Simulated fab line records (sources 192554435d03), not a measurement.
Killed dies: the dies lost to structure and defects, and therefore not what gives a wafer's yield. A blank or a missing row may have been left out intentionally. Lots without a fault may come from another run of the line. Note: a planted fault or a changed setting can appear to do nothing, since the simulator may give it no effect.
Matching of chambers ; flow n5Finfet ; N5_DUMMY_REMOVAL_STRIP_10 on rieDiel-03 has 4 sister chambers
The step strips in N2/H2, time 40 s. 16 wafers are shown with their chamber, then 8 later ones without.

## WAFERS PAIRED WITH THEIR CHAMBERS
wafer;chamber;showerheadPlenumPTorr (Torr);throttleValvePct (%);drypumpMotorCurrentA (A)
L077.2;3;3.37;12.42;5.9
L077.3;0;3.58;12.14;5.7
L077.5;3;3.37;12.41;5.9
L080.2;2;3.51;12.33;5.6
L080.3;1;3.39;11.91;5.4
L080.5;1;3.39;11.93;5.3
L082.1;1;3.39;11.92;5.4
L082.2;3;3.36;12.44;5.9
L082.3;0;3.58;12.16;5.7
L084.2;1;3.39;11.93;5.4
L084.3;2;3.50;12.35;5.7
L084.4;0;3.58;12.18;5.7
L086.2;1;3.39;11.95;5.4
L086.4;0;3.57;12.20;5.7
L086.5;3;3.36;12.45;5.9
L090.3;1;3.38;11.97;5.4

SIGNATURES (means of the wafers above)
reading;chamber 0;chamber 1;chamber 2;chamber 3;scatter within a chamber
showerheadPlenumPTorr;3.5775;3.3883;3.5050;3.3650;0.00507
throttleValvePct;12.1700;11.9350;12.3400;12.4300;0.0215
drypumpMotorCurrentA;5.700;5.383;5.650;5.900;0.0333
Rule: for a wafer and a chamber, the distance is found by dividing, reading by reading, the gap between the wafer's reading and the chamber's mean by the reading's scatter, squaring, summing and taking the root. If the next closest chamber is less than 2 further off than the closest, the wafer can't be placed; otherwise it belongs to the closest. The scatter is the square root of a quotient: the sum, over the shown wafers, of each reading's squared deviation from its chamber's mean, divided by wafers minus chambers.

## WAFERS WITHOUT THEIR CHAMBER
wafer;showerheadPlenumPTorr (Torr);throttleValvePct (%);drypumpMotorCurrentA (A)
L090.4;3.50;12.38;5.6
L090.6;3.38;11.97;5.4
L096.1;3.35;12.49;5.9
L096.2;3.49;12.42;5.7
L096.5;3.35;12.49;5.9
L097.1;3.56;12.23;5.7
L097.2;3.35;12.51;5.9
L097.4;3.38;11.99;5.3

## CHAMBER TAKEN BY EACH
wafer;from the rows above;in truth
L090.4;2;2
L090.6;1;1
L096.1;3;3
L096.2;2;2
L096.5;3;3
L097.1;0;0
L097.2;3;3
L097.4;1;1
Placed correctly: 8 of 8. Can't be placed from these rows: 0. 0 placed wrongly.
